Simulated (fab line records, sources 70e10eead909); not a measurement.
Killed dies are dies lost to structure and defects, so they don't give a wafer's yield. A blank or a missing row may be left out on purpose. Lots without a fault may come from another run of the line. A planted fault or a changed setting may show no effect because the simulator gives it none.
Which tool did it? | flow nand_harc | 23 lots, 69 wafers sampled, at 6 steps of a route of 1159

WHAT THE GAUGES READ, wafer by wafer
The record holds no reading of a measuring or inspecting step that can be judged against a usual standard deviation.

WHICH TOOL RAN EACH LOT (tool, then ch and the chambers of the sampled wafers, then the start)
lot  | NHARC_A_STAIRCASE_ETCH_221                    | NHARC_A_STAIRCASE_TRIM_222                    | NHARC_A_STAIRCASE_DESCUM_252       | NHARC_A_STAIRCASE_STRIP_254          | NHARC_A_STAIRCASE_ETCH_292         | NHARC_A_STAIRCASE_ALD_420
L074 | rie_diel-05 ch 1,2, day 11 03:13 or earlier   | rie_diel-05 ch 0,1,2, day 11 03:13 or earlier | rie_diel-05 ch 1,2, day 11 03:13   | plasma_asher-02 ch 0,1, day 11 03:26 | rie_diel-07 ch 0,1,2, day 11 07:06 | ald_hk-02 ch 0,2, day 11 20:29
L076 | rie_diel-04 ch 2,3, day 11 23:56 or earlier   | rie_diel-04 ch 2,3, day 11 23:56 or earlier   | rie_diel-05 ch 0,1, day 11 23:56   | plasma_asher-01 ch 0,1, day 12 00:12 | rie_diel-05 ch 0,1,2, day 12 03:53 | ald_hk-04 ch 1,2,3, day 12 17:40
L077 | rie_diel-05 ch 0,3, day 12 00:13 or earlier   | rie_diel-05 ch 1,2,3, day 12 00:13 or earlier | rie_diel-04 ch 1,2,3, day 12 00:13 | plasma_asher-01 ch 0, day 12 00:43   | rie_diel-04 ch 0,1, day 12 05:21   | ald_hk-04 ch 0,1,3, day 12 21:06
L075 | rie_diel-07 ch 0,1,2, day 12 01:50 or earlier | rie_diel-07 ch 0,1,2, day 12 01:50 or earlier | rie_diel-07 ch 0,1,2, day 12 01:50 | plasma_asher-02 ch 0,1, day 12 02:02 | rie_diel-05 ch 0,1,3, day 12 05:55 | ald_hk-04 ch 1,2,3, day 12 21:53
L078 | rie_diel-07 ch 1,2, day 12 12:21 or earlier   | rie_diel-07 ch 1,2, day 12 12:21 or earlier   | rie_diel-07 ch 0,2, day 12 12:21   | plasma_asher-02 ch 0, day 12 12:49   | rie_diel-05 ch 0,3, day 12 16:34   | ald_hk-02 ch 0,2,3, day 13 08:41
L079 | rie_diel-07 ch 1,2,3, day 12 14:52 or earlier | rie_diel-07 ch 1,2,3, day 12 14:52 or earlier | rie_diel-05 ch 0,2,3, day 12 14:52 | plasma_asher-02 ch 0,1, day 12 15:02 | rie_diel-07 ch 0,1,2, day 12 18:49 | ald_hk-03 ch 1,3, day 13 08:23
L081 | rie_diel-04 ch 2,3, day 13 01:41 or earlier   | rie_diel-04 ch 0,1, day 13 01:41 or earlier   | rie_diel-05 ch 0,1,3, day 13 01:41 | plasma_asher-01 ch 0,1, day 13 01:52 | rie_diel-05 ch 0,3, day 13 05:50   | ald_hk-04 ch 0,1, day 13 19:57
L082 | rie_diel-05 ch 0,3, day 13 05:26 or earlier   | rie_diel-05 ch 1,2, day 13 05:26 or earlier   | rie_diel-05 ch 2,3, day 13 05:26   | plasma_asher-01 ch 0,1, day 13 05:44 | rie_diel-05 ch 1,2,3, day 13 09:20 | ald_hk-04 ch 0,1, day 14 01:47
L080 | rie_diel-05 ch 0,1,2, day 13 11:20 or earlier | rie_diel-05 ch 0,2,3, day 13 11:20 or earlier | rie_diel-04 ch 0,2,3, day 13 11:20 | plasma_asher-02 ch 0,1, day 13 11:36 | rie_diel-05 ch 0,1,3, day 13 17:08 | ald_hk-02 ch 0,2,3, day 14 08:59
L083 | rie_diel-07 ch 0,2,3, day 13 18:45 or earlier | rie_diel-07 ch 0,3, day 13 18:45 or earlier   | rie_diel-04 ch 0,1,2, day 13 18:45 | plasma_asher-02 ch 0,1, day 13 18:56 | rie_diel-07 ch 1,2, day 13 22:38   | ald_hk-04 ch 0,2,3, day 14 15:18
L085 | rie_diel-07 ch 2,3, day 13 21:34 or earlier   | rie_diel-07 ch 2,3, day 13 21:34 or earlier   | rie_diel-04 ch 0,1,2, day 13 21:34 | plasma_asher-01 ch 0,1, day 13 21:43 | rie_diel-07 ch 0,1,3, day 14 02:08 | ald_hk-04 ch 1,2,3, day 14 15:56
L084 | rie_diel-04 ch 2,3, day 13 23:41 or earlier   | rie_diel-04 ch 1,2,3, day 13 23:41 or earlier | rie_diel-04 ch 1,2, day 13 23:41   | plasma_asher-01 ch 0,1, day 13 23:59 | rie_diel-04 ch 1,2, day 14 05:07   | ald_hk-02 ch 2,3, day 14 19:48
L086 | rie_diel-07 ch 0,1,3, day 14 14:30 or earlier | rie_diel-07 ch 0,2,3, day 14 14:30 or earlier | rie_diel-04 ch 0,1,3, day 14 14:30 | plasma_asher-01 ch 0,1, day 14 14:41 | rie_diel-04 ch 0,1,3, day 14 18:28 | ald_hk-02 ch 1,2,3, day 15 08:56
L087 | rie_diel-05 ch 0,1,3, day 14 15:08 or earlier | rie_diel-05 ch 1,2,3, day 14 15:08 or earlier | rie_diel-04 ch 0,2, day 14 15:08   | plasma_asher-01 ch 0,1, day 14 15:22 | rie_diel-07 ch 0,3, day 14 18:57   | ald_hk-03 ch 0,2, day 15 09:08
L089 | rie_diel-04 ch 1,2, day 14 22:41 or earlier   | rie_diel-04 ch 0,2,3, day 14 22:41 or earlier | rie_diel-04 ch 2,3, day 14 22:41   | plasma_asher-01 ch 0,1, day 14 22:58 | rie_diel-04 ch 0,3, day 15 03:40   | ald_hk-02 ch 1,2, day 15 18:45
L088 | rie_diel-05 ch 0,1,2, day 14 23:17 or earlier | rie_diel-05 ch 0,1,3, day 14 23:17 or earlier | rie_diel-04 ch 0,2,3, day 14 23:17 | plasma_asher-02 ch 0,1, day 14 23:28 | rie_diel-05 ch 0,1,3, day 15 04:14 | ald_hk-03 ch 1,2,3, day 15 18:44
L091 | rie_diel-07 ch 1,2,3, day 15 15:27 or earlier | rie_diel-07 ch 0,1,3, day 15 15:27 or earlier | rie_diel-04 ch 1,2,3, day 15 15:27 | plasma_asher-02 ch 0,1, day 15 15:37 | rie_diel-04 ch 0,2,3, day 15 19:22 | ald_hk-03 ch 0,1,2, day 16 13:11
L090 | rie_diel-04 ch 0,1,2, day 15 16:10 or earlier | rie_diel-04 ch 1,2,3, day 15 16:10 or earlier | rie_diel-07 ch 0,3, day 15 16:10   | plasma_asher-01 ch 0,1, day 15 16:21 | rie_diel-05 ch 0,3, day 15 21:31   | ald_hk-02 ch 0,2,3, day 16 13:40
L093 | rie_diel-05 ch 2,3, day 15 20:26 or earlier   | rie_diel-05 ch 0,2,3, day 15 20:26 or earlier | rie_diel-04 ch 0,1, day 15 20:26   | plasma_asher-02 ch 0,1, day 15 22:12 | rie_diel-07 ch 1,2, day 16 06:51   | ald_hk-04 ch 0,1,2, day 16 20:20
L094 | rie_diel-04 ch 0,1,3, day 16 05:02 or earlier | rie_diel-04 ch 1,2,3, day 16 05:02 or earlier | rie_diel-05 ch 0,2,3, day 16 05:02 | plasma_asher-01 ch 0,1, day 16 05:52 | rie_diel-07 ch 0,2,3, day 16 10:27 | ald_hk-04 ch 0,1,3, day 17 02:53
L095 | rie_diel-05 ch 0,1,3, day 16 06:13 or earlier | rie_diel-05 ch 0,2,3, day 16 06:13 or earlier | rie_diel-05 ch 1,2,3, day 16 06:13 | plasma_asher-01 ch 0,1, day 16 06:25 | rie_diel-05 ch 1,2,3, day 16 12:32 | ald_hk-03 ch 1,2,3, day 17 03:02
L097 | rie_diel-07 ch 0,2,3, day 16 20:37 or earlier | rie_diel-07 ch 1,2,3, day 16 20:37 or earlier | rie_diel-05 ch 0,1,2, day 16 20:37 | plasma_asher-01 ch 0,1, day 16 21:02 | rie_diel-04 ch 0,2,3, day 17 01:22 | ald_hk-02 ch 0,3, day 17 15:02
L096 | rie_diel-07 ch 0,1,2, day 17 05:00 or earlier | rie_diel-07 ch 0,1,2, day 17 05:00 or earlier | rie_diel-05 ch 0,1,3, day 17 05:00 | plasma_asher-02 ch 0,1, day 17 05:32 | rie_diel-05 ch 0,1,2, day 17 09:16 | ald_hk-03 ch 0,1,2, day 17 23:19
- NHARC_A_STAIRCASE_ETCH_221: etches the open film in C4F8/O2, target depth 100 nm, time 40.5 s.
- NHARC_A_STAIRCASE_TRIM_222: chemistry O2, time 211.2 s.
- NHARC_A_STAIRCASE_DESCUM_252: chemistry O2, time 3 s.
- NHARC_A_STAIRCASE_STRIP_254: strips in O2.
- NHARC_A_STAIRCASE_ETCH_292: etches the open film in CF4/CHF3.
- NHARC_A_STAIRCASE_ALD_420: deposits SiO2, target thk 20 nm, pulse time 6 s, ald cycles 200.

WHAT THE TOOLS THEMSELVES READ (means of the sampled wafers that have a number; where no wafer has one, the mark that the record gives instead)
NHARC_A_STAIRCASE_ETCH_221.
lot  | tool        | bias_w (W) | oes_product_au (a.u.) | rf_vpp_V (V)
L074 | rie_diel-05 | 1001       | 0.949                 | 902
L076 | rie_diel-04 | 998        | 0.925                 | 898
L077 | rie_diel-05 | 997        | 0.957                 | 901
L075 | rie_diel-07 | 999        | 0.924                 | 893
L078 | rie_diel-07 | 998        | 0.934                 | 894
L079 | rie_diel-07 | 998        | 0.943                 | 897
L081 | rie_diel-04 | 1000       | 0.941                 | 897
L082 | rie_diel-05 | 1002       | 0.958                 | 902
L080 | rie_diel-05 | 1002       | 0.940                 | 901
L083 | rie_diel-07 | 1002       | 0.938                 | 897
L085 | rie_diel-07 | 1000       | 0.948                 | 900
L084 | rie_diel-04 | 998        | 0.934                 | 897
L086 | rie_diel-07 | 1002       | 0.950                 | 896
L087 | rie_diel-05 | 1001       | 0.928                 | 900
L089 | rie_diel-04 | 1000       | 0.933                 | 893
L088 | rie_diel-05 | 999        | 0.928                 | 901
L091 | rie_diel-07 | 1004       | 0.929                 | 896
L090 | rie_diel-04 | 998        | 0.932                 | 894
L093 | rie_diel-05 | 1004       | 0.936                 | 902
L094 | rie_diel-04 | 1002       | 0.960                 | 896
L095 | rie_diel-05 | 999        | 0.951                 | 900
L097 | rie_diel-07 | 999        | 0.954                 | 897
L096 | rie_diel-07 | 1003       | 0.925                 | 892

NHARC_A_STAIRCASE_TRIM_222.
lot  | tool        | drypump_motor_current_A (A) | oes_product_au (a.u.) | rf_vpp_V (V) | showerhead_plenum_p_Torr (Torr) | throttle_valve_pct (%)
L074 | rie_diel-05 | 5.9                         | 1.003                 | 58.5         | 3.70                            | 17.033
L076 | rie_diel-04 | 5.9                         | 0.993                 | 57.9         | 3.55                            | 17.026
L077 | rie_diel-05 | 5.8                         | 1.007                 | 57.5         | 3.67                            | 17.042
L075 | rie_diel-07 | 5.4                         | 0.997                 | 58.0         | 3.44                            | 17.034
L078 | rie_diel-07 | 5.3                         | 0.999                 | 57.2         | 3.46                            | 17.027
L079 | rie_diel-07 | 5.6                         | 1.001                 | 57.1         | 3.55                            | 17.043
L081 | rie_diel-04 | 6.2                         | 1.002                 | 57.7         | 3.54                            | 17.039
L082 | rie_diel-05 | 6.2                         | 1.005                 | 57.8         | 3.70                            | 17.034
L080 | rie_diel-05 | 5.5                         | 1.011                 | 58.1         | 3.72                            | 17.034
L083 | rie_diel-07 | 5.4                         | 1.005                 | 57.7         | 3.57                            | 17.039
L085 | rie_diel-07 | 5.2                         | 1.005                 | 58.4         | 3.61                            | 17.031
L084 | rie_diel-04 | 5.9                         | 0.995                 | 58.4         | 3.47                            | 17.037
L086 | rie_diel-07 | 5.3                         | 0.994                 | 57.3         | 3.59                            | 17.035
L087 | rie_diel-05 | 5.8                         | 1.003                 | 58.1         | 3.65                            | 17.030
L089 | rie_diel-04 | 6.1                         | 1.004                 | 58.2         | 3.58                            | 17.033
L088 | rie_diel-05 | 5.5                         | 1.000                 | 59.2         | 3.64                            | 17.041
L091 | rie_diel-07 | 5.7                         | 1.003                 | 57.2         | 3.52                            | 17.039
L090 | rie_diel-04 | 5.9                         | 1.008                 | 57.5         | 3.46                            | 17.036
L093 | rie_diel-05 | 5.6                         | 0.999                 | 58.4         | 3.72                            | 17.039
L094 | rie_diel-04 | 5.9                         | 1.002                 | 58.0         | 3.46                            | 17.032
L095 | rie_diel-05 | 5.5                         | 1.003                 | 58.7         | 3.71                            | 17.042
L097 | rie_diel-07 | 5.6                         | 1.008                 | 58.1         | 3.53                            | 17.035
L096 | rie_diel-07 | 5.4                         | 0.990                 | 57.3         | 3.42                            | 17.046

NHARC_A_STAIRCASE_DESCUM_252.
lot  | tool        | drypump_motor_current_A (A) | oes_product_au (a.u.) | rf_vpp_V (V) | showerhead_plenum_p_Torr (Torr) | throttle_valve_pct (%)
L074 | rie_diel-05 | 6.2                         | 1.007                 | 58.3         | 1.98                            | 11.306
L076 | rie_diel-05 | 5.5                         | 1.005                 | 58.1         | 2.00                            | 11.318
L077 | rie_diel-04 | 5.9                         | 0.994                 | 56.8         | 1.89                            | 11.307
L075 | rie_diel-07 | 5.4                         | 1.001                 | 58.0         | 1.86                            | 11.313
L078 | rie_diel-07 | 5.2                         | 1.004                 | 57.1         | 1.89                            | 11.308
L079 | rie_diel-05 | 5.5                         | 1.006                 | 57.7         | 2.03                            | 11.318
L081 | rie_diel-05 | 5.5                         | 0.999                 | 58.2         | 1.98                            | 11.311
L082 | rie_diel-05 | 5.4                         | 1.017                 | 58.5         | 2.01                            | 11.308
L080 | rie_diel-04 | 6.0                         | 1.003                 | 58.8         | 1.95                            | 11.303
L083 | rie_diel-04 | 6.0                         | 1.000                 | 57.0         | 1.89                            | 11.314
L085 | rie_diel-04 | 6.0                         | 0.999                 | 57.9         | 1.89                            | 11.318
L084 | rie_diel-04 | 5.8                         | 1.008                 | 57.5         | 1.83                            | 11.321
L086 | rie_diel-04 | 6.0                         | 0.998                 | 58.4         | 1.91                            | 11.313
L087 | rie_diel-04 | 6.1                         | 1.003                 | 58.6         | 1.93                            | 11.317
L089 | rie_diel-04 | 5.8                         | 1.006                 | 57.6         | 1.93                            | 11.317
L088 | rie_diel-04 | 6.0                         | 1.001                 | 57.9         | 1.94                            | 11.307
L091 | rie_diel-04 | 5.9                         | 1.001                 | 57.0         | 1.88                            | 11.310
L090 | rie_diel-07 | 5.5                         | 1.004                 | 57.7         | 2.00                            | 11.317
L093 | rie_diel-04 | 6.0                         | 1.011                 | 58.3         | 1.85                            | 11.323
L094 | rie_diel-05 | 5.6                         | 1.008                 | 59.0         | 2.02                            | 11.315
L095 | rie_diel-05 | 5.8                         | 1.008                 | 58.9         | 1.98                            | 11.306
L097 | rie_diel-05 | 5.9                         | 1.003                 | 57.9         | 2.00                            | 11.310
L096 | rie_diel-05 | 5.5                         | 0.996                 | 57.9         | 1.97                            | 11.310

NHARC_A_STAIRCASE_STRIP_254.
lot  | tool            | drypump_motor_current_A (A) | heater_power_w (W)
L074 | plasma_asher-02 | 5.52                        | 338
L076 | plasma_asher-01 | 5.62                        | 324
L077 | plasma_asher-01 | 5.35                        | 340
L075 | plasma_asher-02 | 5.65                        | 343
L078 | plasma_asher-02 | 5.43                        | 338
L079 | plasma_asher-02 | 5.64                        | 343
L081 | plasma_asher-01 | 5.48                        | 329
L082 | plasma_asher-01 | 5.62                        | 328
L080 | plasma_asher-02 | 5.53                        | 343
L083 | plasma_asher-02 | 5.52                        | 345
L085 | plasma_asher-01 | 5.62                        | 331
L084 | plasma_asher-01 | 5.48                        | 332
L086 | plasma_asher-01 | 5.64                        | 329
L087 | plasma_asher-01 | 5.51                        | 334
L089 | plasma_asher-01 | 5.48                        | 327
L088 | plasma_asher-02 | 5.64                        | 342
L091 | plasma_asher-02 | 5.63                        | 343
L090 | plasma_asher-01 | 5.62                        | 328
L093 | plasma_asher-02 | 5.54                        | 346
L094 | plasma_asher-01 | 5.64                        | 328
L095 | plasma_asher-01 | 5.63                        | 328
L097 | plasma_asher-01 | 5.51                        | 328
L096 | plasma_asher-02 | 5.62                        | 344

NHARC_A_STAIRCASE_ETCH_292.
lot  | tool        | bias_w (W) | drypump_motor_current_A (A) | oes_product_au (a.u.) | rf_vpp_V (V) | showerhead_plenum_p_Torr (Torr) | throttle_valve_pct (%)
L074 | rie_diel-07 | 200.3      | 5.4                         | 0.978                 | 368.8        | 1.54                            | 16.797
L076 | rie_diel-05 | 199.9      | 5.9                         | 0.970                 | 373.5        | 1.65                            | 16.797
L077 | rie_diel-04 | 200.0      | 6.0                         | 0.920                 | 369.5        | 1.53                            | 16.812
L075 | rie_diel-05 | 200.2      | 5.5                         | 0.958                 | 372.3        | 1.63                            | 16.797
L078 | rie_diel-05 | 200.0      | 5.1                         | 0.932                 | 372.7        | 1.64                            | 16.801
L079 | rie_diel-07 | 200.1      | 5.4                         | 0.970                 | 368.8        | 1.53                            | 16.806
L081 | rie_diel-05 | 200.9      | 5.1                         | 0.974                 | 372.1        | 1.64                            | 16.801
L082 | rie_diel-05 | 200.3      | 5.8                         | 0.934                 | 372.5        | 1.63                            | 16.801
L080 | rie_diel-05 | 199.3      | 5.5                         | 0.950                 | 372.3        | 1.63                            | 16.808
L083 | rie_diel-07 | 200.1      | 5.7                         | 0.978                 | 368.4        | 1.51                            | 16.799
L085 | rie_diel-07 | 199.6      | 5.7                         | 0.940                 | 370.9        | 1.57                            | 16.804
L084 | rie_diel-04 | 198.9      | 5.9                         | 0.940                 | 368.7        | 1.54                            | 16.800
L086 | rie_diel-04 | 199.9      | 6.0                         | 0.950                 | 370.5        | 1.57                            | 16.799
L087 | rie_diel-07 | 199.7      | 5.4                         | 0.971                 | 371.4        | 1.59                            | 16.802
L089 | rie_diel-04 | 199.4      | 6.2                         | 0.964                 | 372.5        | 1.61                            | 16.794
L088 | rie_diel-05 | 199.8      | 5.5                         | 0.952                 | 371.9        | 1.63                            | 16.799
L091 | rie_diel-04 | 200.1      | 6.1                         | 0.965                 | 369.9        | 1.59                            | 16.795
L090 | rie_diel-05 | 199.1      | 5.2                         | 0.960                 | 374.2        | 1.66                            | 16.800
L093 | rie_diel-07 | 200.6      | 5.7                         | 0.926                 | 367.5        | 1.50                            | 16.801
L094 | rie_diel-07 | 200.6      | 5.3                         | 0.930                 | 370.9        | 1.60                            | 16.808
L095 | rie_diel-05 | 199.8      | 5.8                         | 0.980                 | 372.3        | 1.63                            | 16.798
L097 | rie_diel-04 | 200.2      | 6.0                         | 0.943                 | 370.7        | 1.59                            | 16.804
L096 | rie_diel-05 | 200.3      | 5.9                         | 0.951                 | 372.7        | 1.64                            | 16.803

NHARC_A_STAIRCASE_ALD_420.
lot  | tool      | heater_power_w (W) | precursor_pulse_height_rel
L074 | ald_hk-02 | 482                | 0.992
L076 | ald_hk-04 | 421                | 1.004
L077 | ald_hk-04 | 403                | 1.025
L075 | ald_hk-04 | 417                | 1.009
L078 | ald_hk-02 | 503                | 1.007
L079 | ald_hk-03 | 463                | 0.986
L081 | ald_hk-04 | 420                | 0.986
L082 | ald_hk-04 | 398                | 1.013
L080 | ald_hk-02 | 514                | 0.994
L083 | ald_hk-04 | 443                | 1.019
L085 | ald_hk-04 | 426                | 1.002
L084 | ald_hk-02 | 479                | 1.021
L086 | ald_hk-02 | 492                | 0.998
L087 | ald_hk-03 | 506                | 0.996
L089 | ald_hk-02 | 481                | 0.994
L088 | ald_hk-03 | 480                | 1.016
L091 | ald_hk-03 | 502                | 0.995
L090 | ald_hk-02 | 519                | 1.002
L093 | ald_hk-04 | 424                | 1.026
L094 | ald_hk-04 | 402                | 1.025
L095 | ald_hk-03 | 494                | 1.003
L097 | ald_hk-02 | 549                | 0.976
L096 | ald_hk-03 | 502                | 0.993

THE ANSWER, worked out from the rows above alone
Rule: what is usual is taken from the lots themselves. Put in order of their means at a reading, lots are off if they are a third of the lots or fewer, leave a main group of 4 or more, and stand apart from it by a gap of 3 or more times the standard deviation of the main group's means; of several such gaps the widest counts. A main group whose means are all the same, to the digits that the tables above print for the reading, isn't used. A lot without any number at a reading at which 4 lots or more have one is off too. The other lots that the step has rows for count as sound. The gauges are gone through in route order, then the tools' own readings, and for those a lot's mean is taken as printed above. The first step at which some lot is off is used, and at that step the reading that is off furthest; a lot without a number counts as furthest.
No lot is off at any reading shown: from this, nothing can be told.

WHAT THE SIMULATOR HAD PUT IN
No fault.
